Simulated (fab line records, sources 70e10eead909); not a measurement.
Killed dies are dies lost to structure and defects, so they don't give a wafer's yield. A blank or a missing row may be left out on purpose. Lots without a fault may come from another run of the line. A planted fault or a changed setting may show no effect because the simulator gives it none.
Chamber matching | flow nand_harc | NHARC_P_BONDPAD_CMP_32 on cmp-01: 4 sister chambers
The step polishes SiCN, target thk 200 nm. 7 wafers are shown with their chamber, then 7 later ones without.

WAFERS WITH THEIR CHAMBER
wafer  | chamber | motor_current_A (A) | slurry_filter_dp_kPa (kPa)
L080.6 | 3       | 11.3                | 13.62
L086.6 | 3       | 10.8                | 13.47
L089.4 | 0       | 14.6                | 13.42
L089.5 | 2       | 12.5                | 13.43
L089.6 | 1       | 11.4                | 13.68
L091.1 | 0       | 13.5                | 13.17
L091.3 | 2       | 11.9                | 13.55

WAFERS WITHOUT THEIR CHAMBER
wafer  | motor_current_A (A) | slurry_filter_dp_kPa (kPa)
L091.4 | 11.3                | 13.49
L094.1 | 14.4                | 13.45
L094.2 | 11.1                | 13.45
L094.4 | 11.9                | 13.27
L095.3 | 12.0                | 13.74
L095.4 | 12.3                | 13.53
L095.6 | 11.8                | 13.38

WHICH CHAMBER EACH WENT THROUGH
wafer  | from the rows above          | in truth
L091.4 | can't be placed: 3 or 1 or 2 | 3
L094.1 | 0                            | 0
L094.2 | can't be placed: 3 or 1 or 2 | 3
L094.4 | can't be placed: 2 or 3 or 1 | 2
L095.3 | can't be placed: 1 or 2 or 3 | 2
L095.4 | can't be placed: 2 or 1 or 3 | 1
L095.6 | can't be placed: 2 or 3 or 1 | 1
Placed correctly: 1 of 7. Can't be placed from these rows: 6 (the true chamber is among the candidates in 6). Placed wrongly: 0.
How it was worked out, from the rows above alone: a wafer's distance from a chamber is the root of the sum, over the readings, of the square of ((its reading less the chamber's mean) divided by the reading's scatter). The wafer belongs to the nearest chamber; if the next one is less than 2 further off, it can't be placed. A chamber's mean is the mean of its shown wafers. The scatter: the root of (the sum of the squares of (reading less its chamber's mean) over the shown wafers, divided by (wafers less chambers)).
